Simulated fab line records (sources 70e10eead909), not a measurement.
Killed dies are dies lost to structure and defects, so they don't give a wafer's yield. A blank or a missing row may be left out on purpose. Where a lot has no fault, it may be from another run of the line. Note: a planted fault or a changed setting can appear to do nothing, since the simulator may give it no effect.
fab line records -- flow nand-harc
record lots=6, wafers=18, last-day=32
route steps=1302 shown A_STAIRCASE@668 END@1302
lots with no fault: from the same line, run without faults
start-h: start of the lot's first displayed wafer, in hours after the record's first day -- wait-h: hours since the lot's step before -- " unchanged from the row above -- L1.1+2: a single row standing in for several wafers -- - no value, or no start given -- * or withheld: withheld -- < > ~ a bound
route shown NAME@n: a module of which the file shows steps, and the number in the route of the first -- usual: mean and standard deviation over wafers with no fault -- same: alike in all rows -- chamber/n: place in a boat -- sites: readings site by site -- _std_site: standard deviation across them -- _edge_site: mean of outer sites minus mean of inner sites -- radius-mm: for every site, how far away it sits from the centre of the wafer -- mask NAME#n: copy n -- behind: the most recent tool/chamber to have shaped the wafer -- hold: why the lot was held/for how many hours/how that ended -- device: which transistor (n, p or np) failed to switch -- end of line: the tests these same wafers got at the end of their route -- step lacking rows: just its recipe -- killed: the dies lost at the first sort to structure and to defects; this is not the yield of the wafer -- map: a wafer's dies, marking killed ones x, the rest . and places with no die _
set.NAME: the setting that was run; set.NAME@STEP: the one run at that earlier step -- model.NAME: the simulator's own value behind a step, which no gauge read
a table for each step, a row for each wafer; lots at some steps of the route
services: from which hour (start-h, from the record's first day; less than 0 if before it) a tool's chamber was out of use, for how many hours, and why
## steps
# step NHARC_A_STAIRCASE_TRIM_12
# recipe time-s=211.2, o2-flow-sccm=500, ar-flow-sccm=0, bias-w=0, chemistry=O2
# usual chamber-pressure-mTorr=60.00/0.053, drypump-motor-current-A=5.4/0.51, o2-flow-sccm=499.9/1.6, oes-product-au=1.001/0.01, rf-vpp-V=57.8/0.98, showerhead-plenum-p-Torr=3.47/0.16, throttle-valve-pct=17.036/0.0094
lot.wafer,tool,chamber,start-h,wait-h,chamber-pressure-mTorr,drypump-motor-current-A,o2-flow-sccm,oes-product-au,rf-hours-counter-h,rf-vpp-V,showerhead-plenum-p-Torr,throttle-valve-pct
L462.2,rie-diel-01,0,357.04,0.1,60.06,6.0,500.1,0.996,46,57.3,3.51,17.026
L462.4,rie-diel-01,2,357.04,0.1,59.99,6.1,499.8,1.000,47,56.6,3.62,17.048
L462.6,rie-diel-01,0,357.04,0.1,60.00,6.0,500.0,0.999,-,59.7,3.51,17.038
L463.2,rie-diel-06,0,366.20,0.1,60.06,5.7,498.3,0.999,16,57.5,3.30,17.021
L463.3,rie-diel-06,2,366.20,0.1,60.04,4.7,500.5,1.007,20,54.7,3.29,17.057
L463.6,rie-diel-06,1,366.20,0.1,59.94,5.2,498.2,0.997,-,57.2,3.77,17.025
L469.3,rie-diel-01,0,422.91,0.1,59.91,6.0,499.3,1.007,12,58.8,3.49,17.030
L469.1,rie-diel-01,2,422.91,0.1,59.98,6.1,499.1,0.982,8,59.8,3.61,17.055
L469.6,rie-diel-01,3,422.91,0.1,60.02,5.3,500.7,1.004,-,58.4,3.39,17.055
L473.4,rie-diel-06,0,462.47,0.1,59.98,5.7,499.4,1.011,47,56.2,3.29,17.032
L473.5,rie-diel-06,0,462.47,0.1,60.06,5.7,502.5,1.001,-,57.2,3.29,17.042
L473.6,rie-diel-06,1,462.47,0.1,59.97,5.2,499.1,0.995,-,58.9,3.75,17.041
L482.4,rie-diel-06,1,553.02,0.1,60.07,5.2,503.1,0.982,24,60.7,3.73,17.020
L482.1,rie-diel-06,2,553.02,0.1,60.14,4.8,502.2,1.002,17,58.4,3.80,17.037
L482.3,rie-diel-06,3,553.02,0.1,59.95,5.0,500.5,1.008,23,57.2,3.29,17.043
L484.2,rie-diel-08,0,567.69,0.1,59.99,5.1,499.2,1.002,2,58.0,3.37,17.028
L484.5,rie-diel-08,1,567.69,0.1,60.06,4.9,499.6,0.991,-,56.7,3.51,17.049
L484.6,rie-diel-08,2,567.69,0.1,59.92,4.8,503.5,1.010,-,57.0,3.34,17.046
# step NHARC_A_STAIRCASE_ETCH_13
# recipe target-depth-a=1000, time-s=40.5, ion-energy-ev=400, c4f8-flow-sccm=20, o2-flow-sccm=10, ar-flow-sccm=withheld, rf-w=600, bias-w=1000, chemistry=C4F8/O2
# step NHARC_A_STAIRCASE_TRIM_14
# recipe time-s=211.2, o2-flow-sccm=500, ar-flow-sccm=0, bias-w=0, chemistry=O2
# usual chamber-pressure-mTorr=59.99/0.056, drypump-motor-current-A=5.5/0.53, o2-flow-sccm=500.0/1.5, oes-product-au=1.001/0.0096, rf-vpp-V=57.6/0.96, showerhead-plenum-p-Torr=3.48/0.16, throttle-valve-pct=17.037/0.0086
lot.wafer,tool,chamber,start-h,wait-h,chamber-pressure-mTorr,drypump-motor-current-A,o2-flow-sccm,oes-product-au,rf-hours-counter-h,rf-vpp-V,showerhead-plenum-p-Torr,throttle-valve-pct
L462.4,rie-diel-01,0,-,-,60.14,6.0,500.0,0.992,46,57.3,3.51,17.024
L462.2,rie-diel-01,1,-,-,59.99,6.3,502.8,0.993,44,57.8,3.39,17.037
L462.6,rie-diel-01,2,-,-,60.03,6.1,499.8,0.992,-,59.2,3.62,17.042
L463.2,rie-diel-06,0,-,-,60.06,5.6,499.7,1.002,16,59.5,3.30,17.047
L463.3,rie-diel-06,2,-,-,60.02,4.7,501.6,1.006,20,56.8,3.29,17.035
L463.6,rie-diel-06,1,-,-,60.01,5.2,502.2,0.998,-,58.0,3.77,17.050
L469.3,rie-diel-01,0,-,-,59.88,6.0,497.6,0.995,12,57.1,3.49,17.049
L469.1,rie-diel-01,1,-,-,60.06,6.3,500.7,0.997,14,57.5,3.38,17.038
L469.6,rie-diel-01,2,-,-,59.98,6.1,500.1,0.993,-,58.2,3.60,17.026
L473.4,rie-diel-06,2,-,-,59.93,4.8,498.2,1.005,50,56.7,3.28,17.034
L473.5,rie-diel-06,2,-,-,60.04,4.7,499.9,1.000,-,57.1,3.28,17.046
L473.6,rie-diel-06,3,-,-,60.07,5.0,498.3,1.013,-,57.5,3.31,17.036
L482.3,rie-diel-06,1,-,-,59.99,5.2,500.9,0.988,24,58.4,3.73,17.023
L482.1,rie-diel-06,3,-,-,60.02,5.0,502.4,1.010,23,58.3,3.29,17.051
L482.4,rie-diel-06,0,-,-,60.00,5.7,501.4,0.997,24,59.1,3.79,17.033
L484.2,rie-diel-08,3,-,-,59.99,5.2,500.4,0.992,2,58.7,3.75,17.051
L484.6,rie-diel-08,2,-,-,60.06,4.8,499.6,1.001,-,58.6,3.34,17.052
L484.5,rie-diel-08,3,-,-,60.01,5.2,502.0,0.997,-,57.4,3.75,17.039
# step NHARC_A_STAIRCASE_ETCH_15
# recipe target-depth-a=1000, time-s=40.5, ion-energy-ev=400, c4f8-flow-sccm=20, o2-flow-sccm=10, ar-flow-sccm=withheld, rf-w=600, bias-w=1000, chemistry=C4F8/O2
# step NHARC_A_STAIRCASE_TRIM_16
# recipe time-s=211.2, o2-flow-sccm=500, ar-flow-sccm=0, bias-w=0, chemistry=O2
# step NHARC_A_STAIRCASE_ETCH_17
# recipe target-depth-a=1000, time-s=40.5, ion-energy-ev=400, c4f8-flow-sccm=20, o2-flow-sccm=10, ar-flow-sccm=withheld, rf-w=600, bias-w=1000, chemistry=C4F8/O2
# usual chamber-pressure-mTorr=25.002/0.022, oes-product-au=0.944/0.015, rf-vpp-V=894/6.2
lot.wafer,tool,chamber,start-h,wait-h,chamber-pressure-mTorr,oes-product-au,rf-hours-counter-h,rf-vpp-V
L462.2,rie-diel-01,2,-,-,25.012,0.961,47,900
L462.4,rie-diel-01,0,-,-,25.014,0.938,46,895
L462.6,rie-diel-01,1,-,-,24.998,0.944,-,892
L463.3,rie-diel-06,0,-,-,24.965,0.944,16,887
L463.2,rie-diel-06,2,-,-,25.040,0.948,20,886
L463.6,rie-diel-06,1,-,-,24.988,0.924,-,906
L469.3,rie-diel-01,3,-,-,24.987,0.952,12,891
L469.1,rie-diel-01,0,-,-,25.003,0.936,12,896
L469.6,rie-diel-01,3,-,-,25.019,0.945,-,890
L473.4,rie-diel-06,3,-,-,25.009,0.956,53,888
L473.5,rie-diel-06,2,-,-,24.978,0.927,-,886
L473.6,rie-diel-06,3,-,-,24.951,0.958,-,888
L482.4,rie-diel-06,2,-,-,24.957,0.967,17,905
L482.3,rie-diel-06,0,-,-,25.015,0.957,24,906
L482.1,rie-diel-06,1,-,-,24.997,0.939,24,903
L484.2,rie-diel-08,2,-,-,25.002,0.945,2,890
L484.6,rie-diel-08,2,-,-,24.999,0.943,-,890
L484.5,rie-diel-08,3,-,-,25.004,0.930,-,903
# step NHARC_A_STAIRCASE_TRIM_18
# recipe time-s=211.2, o2-flow-sccm=500, ar-flow-sccm=0, bias-w=0, chemistry=O2
# step NHARC_A_STAIRCASE_ETCH_19
# recipe target-depth-a=1000, time-s=40.5, ion-energy-ev=400, c4f8-flow-sccm=20, o2-flow-sccm=10, ar-flow-sccm=withheld, rf-w=600, bias-w=1000, chemistry=C4F8/O2
# step NHARC_A_STAIRCASE_TRIM_20
# recipe time-s=211.2, o2-flow-sccm=500, ar-flow-sccm=0, bias-w=0, chemistry=O2
# usual chamber-pressure-mTorr=60.00/0.059, drypump-motor-current-A=5.3/0.48, o2-flow-sccm=499.9/1.5, oes-product-au=1.003/0.011, rf-vpp-V=57.6/0.98, showerhead-plenum-p-Torr=3.50/0.18, throttle-valve-pct=17.036/0.0087
lot.wafer,tool,chamber,start-h,wait-h,chamber-pressure-mTorr,drypump-motor-current-A,o2-flow-sccm,oes-product-au,rf-hours-counter-h,rf-vpp-V,showerhead-plenum-p-Torr,throttle-valve-pct
L462.2,rie-diel-01,2,358.05,0.1,59.97,6.1,502.5,1.000,48,58.4,3.61,17.055
L462.4,rie-diel-01,0,358.05,0.1,60.11,6.0,498.2,0.997,47,56.3,3.51,17.032
L462.6,rie-diel-01,2,358.05,0.1,60.00,6.1,499.7,1.001,-,57.3,3.62,17.045
L463.2,rie-diel-01,1,367.24,0.1,60.00,6.3,498.3,1.003,51,57.5,3.39,17.052
L463.3,rie-diel-01,2,367.24,0.1,59.94,6.0,500.6,0.999,54,58.5,3.61,17.030
L463.6,rie-diel-01,1,367.24,0.1,59.94,6.3,497.6,1.004,-,57.3,3.39,17.032
L469.3,rie-diel-06,3,423.94,0.1,60.10,5.0,496.9,1.016,38,55.5,3.32,17.027
L469.1,rie-diel-06,0,423.94,0.1,60.05,5.7,499.0,1.011,36,55.3,3.29,17.036
L469.6,rie-diel-06,3,423.94,0.1,60.01,5.0,498.6,1.025,-,56.9,3.32,17.039
L473.6,rie-diel-08,0,464.94,0.7,60.12,5.1,500.3,1.004,-,57.1,3.39,17.034
L473.4,rie-diel-08,2,464.94,0.7,60.01,4.8,498.0,0.987,-,57.5,3.36,17.026
L473.5,rie-diel-08,3,464.94,0.7,59.91,5.2,502.4,0.986,-,59.0,3.76,17.045
L482.1,rie-diel-06,2,554.15,0.1,59.99,4.8,499.4,0.998,17,58.6,3.80,17.042
L482.3,rie-diel-06,0,554.15,0.1,60.04,5.7,500.0,0.999,24,60.0,3.79,17.036
L482.4,rie-diel-06,1,554.15,0.1,60.05,5.2,499.7,0.986,24,59.7,3.73,17.017
L484.2,rie-diel-06,0,568.86,0.1,60.01,5.6,500.9,1.007,28,58.8,3.79,17.047
L484.5,rie-diel-06,1,568.86,0.1,60.15,5.1,502.0,0.990,-,60.2,3.73,17.034
L484.6,rie-diel-06,2,568.86,0.1,60.00,4.8,500.5,1.014,-,58.4,3.80,17.037
# step NHARC_A_STAIRCASE_ETCH_21
# recipe target-depth-a=1000, time-s=40.5, ion-energy-ev=400, c4f8-flow-sccm=20, o2-flow-sccm=10, ar-flow-sccm=withheld, rf-w=600, bias-w=1000, chemistry=C4F8/O2
# usual chamber-pressure-mTorr=25.001/0.024, oes-product-au=0.948/0.017, rf-vpp-V=895/6.7
lot.wafer,tool,chamber,start-h,wait-h,chamber-pressure-mTorr,oes-product-au,rf-hours-counter-h,rf-vpp-V
L462.4,rie-diel-01,1,-,-,25.012,0.947,45,891
L462.2,rie-diel-01,0,-,-,24.981,0.949,47,894
L462.6,rie-diel-01,2,-,-,25.010,0.935,-,899
L463.2,rie-diel-01,0,-,-,24.966,0.943,51,896
L463.3,rie-diel-01,1,-,-,25.051,0.965,51,890
L463.6,rie-diel-01,2,-,-,24.986,0.962,-,898
L469.1,rie-diel-06,3,-,-,24.980,0.977,38,885
L469.3,rie-diel-06,0,-,-,24.982,0.979,36,887
L469.6,rie-diel-06,3,-,-,25.016,0.993,-,889
L473.4,rie-diel-08,3,-,-,24.979,0.919,-,905
L473.5,rie-diel-08,0,-,-,24.991,0.918,-,891
L473.6,rie-diel-08,2,-,-,25.019,0.921,-,890
L482.4,rie-diel-06,2,-,-,25.021,0.946,17,906
L482.3,rie-diel-06,3,-,-,25.068,0.948,24,887
L482.1,rie-diel-06,0,-,-,25.001,0.952,24,906
L484.2,rie-diel-06,0,-,-,25.017,0.942,28,907
L484.5,rie-diel-06,1,-,-,25.008,0.931,-,903
L484.6,rie-diel-06,2,-,-,24.974,0.952,-,906
# step NHARC_A_STAIRCASE_TRIM_22
# recipe time-s=211.2, o2-flow-sccm=500, ar-flow-sccm=0, bias-w=0, chemistry=O2
# step NHARC_A_STAIRCASE_ETCH_23
# recipe target-depth-a=1000, time-s=40.5, ion-energy-ev=400, c4f8-flow-sccm=20, o2-flow-sccm=10, ar-flow-sccm=withheld, rf-w=600, bias-w=1000, chemistry=C4F8/O2
# usual chamber-pressure-mTorr=25.002/0.024, oes-product-au=0.943/0.013, rf-vpp-V=895/6.7
lot.wafer,tool,chamber,start-h,wait-h,chamber-pressure-mTorr,oes-product-au,rf-hours-counter-h,rf-vpp-V
L462.4,rie-diel-01,3,358.60,-,25.013,0.947,51,892
L462.2,rie-diel-01,2,358.60,-,25.018,0.942,48,900
L462.6,rie-diel-01,3,358.60,-,24.980,0.946,-,893
L463.3,rie-diel-01,3,367.74,-,25.023,0.966,56,892
L463.2,rie-diel-01,0,367.74,-,24.945,0.939,51,896
L463.6,rie-diel-01,3,367.74,-,24.992,0.957,-,891
L469.3,rie-diel-06,3,424.36,-,25.014,0.956,38,888
L469.1,rie-diel-06,1,424.36,-,25.032,0.939,36,903
L469.6,rie-diel-06,3,424.36,-,25.005,0.953,-,888
L473.5,rie-diel-08,3,465.70,-,24.984,0.929,-,903
L473.6,rie-diel-08,0,465.70,-,25.029,0.927,-,891
L473.4,rie-diel-08,2,465.70,-,24.992,0.913,-,889
L482.4,rie-diel-06,2,554.64,-,25.007,0.958,18,905
L482.3,rie-diel-06,3,554.64,-,25.007,0.791,24,888
L482.1,rie-diel-06,0,554.64,-,24.984,0.940,24,906
L484.2,rie-diel-06,0,569.22,-,24.974,0.935,28,906
L484.5,rie-diel-06,0,569.22,-,24.987,0.943,-,906
L484.6,rie-diel-06,1,569.22,-,25.022,0.773,-,904
# step NHARC_A_STAIRCASE_TRIM_24
# recipe time-s=211.2, o2-flow-sccm=500, ar-flow-sccm=0, bias-w=0, chemistry=O2
# step NHARC_END_SORT_01
# recipe temp-c=25
# usual killed-at-array=63/17, killed-at-other=0.8/1.1, killed-at-periphery=3.5/3, killed-dies=67/17, killed-open=3.1/1.6, killed-short=2.6/1.4
# same gross-dies=677
lot.wafer,tool,chamber,start-h,wait-h,killed-at-array,killed-at-other,killed-at-periphery,killed-dies,killed-open,killed-short
L482.3,prober-02,0,772.72,3.1,661,1,5,667,1,2
L484.6,prober-01,0,775.07,4.0,657,2,2,661,3,4
# killed by level:class
L482.3 A_STAIRCASE:area-etch=604 A_CHANNEL_HOLE_D2:chamber-film-flake=25 A_CONTACT:chamber-film-flake=10 A_CHANNEL_HOLE_D1:chamber-film-flake=8 A_SLIT:chamber-film-flake=5 P_GATE:chamber-film-flake=4 A_STAIRCASE:chamber-film-flake=4 P_M0:geometric-particle:open=1
L484.6 A_STAIRCASE:area-etch=615 A_CHANNEL_HOLE_D2:chamber-film-flake=21 A_CHANNEL_HOLE_D1:chamber-film-flake=14 A_SLIT:chamber-film-flake=3 P_M0:geometric-particle:open=2 A_DECK1_JOINT:geometric-particle:open=1 A_ONON_D2:geometric-particle:short=1 A_CHANNEL_FILL_D2:geometric-particle:short=1
# map L482.3 (x killed, . not)
____________x____________
_________xxxxxxx_________
_______xxxxxxxxxxx_______
______xxxxxxxxxxxxx______
_____xxxxxxxxxxxxxxx_____
____xxxxxxxxxxxxxx.xx____
____xxxxxxxxxxxxxxxxx____
___xxxxxxxxxxxxxxxxxxx___
___xxxxxxxxxxxxxxxxxxx___
__xxxxxxxxxxxxxxxxxxxxx__
__xxxxxxxxxxxxxxxxxxxxx__
_xxxxxxxxxxxxxx.xxxxxxxx_
_xxxxxxxxxxxxxxxxxxxxxxx_
_xxxxxxxxxxxxxxxxxx.xxxx_
_xxxxxxxxxxxxxxxx.xxxxxx_
_xxxxxxxxxxxxxxxxxxxxxxx_
xxxxxxxxxxxxxxxxxxxxxxxxx
xxxxxxxxxxxxxxxxxxxxx.xxx
xxxxxxxxxxxxxxxxxxxxxxxxx
xxxxxx.xxxxx.xxxxxxxxxxxx
xxxxxxxxxxx..xxxxxxxxxxxx
_xxxxxxxxxxxxxxxxxxxxxxx_
_xxxxxxxxxxxxxxxxxxxxxxx_
_xxxxxxxxxxxxxxxxxxxxxxx_
_xxxxxxxxxx.xxxxxxxxxxxx_
_xxxxxxxxxxxxxxxxxxxxxxx_
__xxxxxxxxxxxxxxxxxxxxx__
__xxxxxxxxxxxxxxxxxxxxx__
___xxxxxxxxxxxxxxxxxxx___
___xxxxxxxxxxxxxxxxxxx___
____xxxxxxxxxxxxxxxxx____
____xxxxxxxxxxxxxxxxx____
_____xxxxxxxxxxxxxxx_____
______xxxxxxxxxxxxx______
_______xxxxxxxxxxx_______
_________xxxxxxx_________
____________x____________
# map L484.6 (x killed, . not)
____________x____________
_________xxxxxxx_________
_______xxxxxxxxx.x_______
______xxxxxxxxxxxxx______
_____xxxxxxxxxxxxxxx_____
____xxxxxxxxxxxxxxxxx____
____xxxxxxx.xxxxxxxxx____
___xxxxxxxxxxxxxxxxxxx___
___xxxxxxxxxxxxxxxxxxx___
__xxxxxxx.xxxxxxxxxxxxx__
__xxxxxxxxxxxx.xxxxxxxx__
_xxxxxxxxxxx.xxxxxxxxxxx_
_xxxxxxxxxx..xxxxxxxxxxx_
_xxxxxxxxxxxxxxxxxx.xxxx_
_xxxxxxxxxxxxxxxxxxxxxxx_
_xxxxxxxxxxxxxxxxxxxxxxx_
xxxx.xxxxx.xxxxxxxxxxxxxx
xxxxxxxxx.xxxxxxxxxxxxxxx
xxxxxxxxx.xxx.xxxxxxxxxxx
xxxxxxxxxxxxxxxxxxxxxxxxx
xxxxxxxxxxxxxxxxxxxxxxxxx
_xxxxxxxxx.xxxxxxxxxxxxx_
_xxx.xxxxxxxxxxxxxxxxxxx_
_xxxxxxxxxxxxxxxxxxxxxxx_
_xxxxxxxx.xxxxxxxxxxxxxx_
_xxxxxxxxxxxxxxxxxxxxxxx_
__xxxxxxxxxxxxxxxxxxxxx__
__xxxxxxxxxxxxxxxxxxxxx__
___xxxxxxxxxxxxxxxxxxx___
___xxxxxxxxxxxxxxxxxxx___
____xxxxxxxxxxxxxxxxx____
____xxxxxxxxxxxxxxxxx____
_____xxxxxxxxxxxxxxx_____
______xxxxxxxxxxxxx______
_______xxxxxxxxxxx_______
_________xxxxxxx_________
____________x____________
## services
tool,chamber,start-h,hours,kind
rie-diel-06,0,340.77,-,clean
rie-diel-06,1,340.77,-,clean
rie-diel-06,2,340.77,-,clean
rie-diel-06,3,340.77,-,clean
rie-diel-08,3,362.54,5.3,repair
rie-diel-06,0,365.27,-,clean
rie-diel-06,1,365.27,-,clean
rie-diel-06,2,365.27,-,clean
rie-diel-06,3,365.27,-,clean
rie-diel-08,-,370.30,9.0,pm
rie-diel-01,-,380.84,9.0,pm
rie-diel-06,0,389.79,-,clean
rie-diel-06,1,389.79,-,clean
rie-diel-06,2,389.79,-,clean
rie-diel-06,3,389.79,-,clean
rie-diel-06,2,396.28,6.9,repair
rie-diel-06,0,414.29,-,clean
rie-diel-06,-,484.27,9.0,pm
rie-diel-08,3,484.52,13.7,repair
rie-diel-08,0,500.86,19.0,repair
rie-diel-06,1,513.87,7.6,repair
rie-diel-08,3,522.70,4.1,repair
rie-diel-08,-,547.30,9.0,pm
rie-diel-01,-,557.91,9.0,pm
## key
first-sign step=NHARC_A_STAIRCASE_ETCH_23, reading=oes-product-au, direction=down, sigmas=12, usual=0.943, struck=0.782
effect step=NHARC_END_SORT_01, reading=killed-dies, direction=up, sigmas=34, usual=67, struck=664
more-kills-born-at NHARC_A_STAIRCASE_ETCH_23@rie-diel-06=1219
met-at NHARC_A_STAIRCASE_ETCH_23
struck-wafers L482.3,L484.6
later-rows-left-out L482.3,L484.6
tester-left-out L482,L484
onset-between 424.36 554.64
fault kind=process-parameter-drift, tool=rie-diel-06, chamber=-, onset-h=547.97, steps=NHARC_A_STAIRCASE_ETCH_23, channel=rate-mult, offset=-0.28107, shape=step, end-h=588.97, scope=struck-wafers-only
# tester-left-out: of these lots the tester's yield and bins aren't shown, on N5 and GAA mostly nor the transistor test; their killed dies are dies lost to structure and defects alone, not to doping, threshold or leakage, so they don't give the yield
# later-rows-left-out: the simulator's readings of these wafers behind a module that went badly wrong aren't trusted and aren't shown, but for the sort
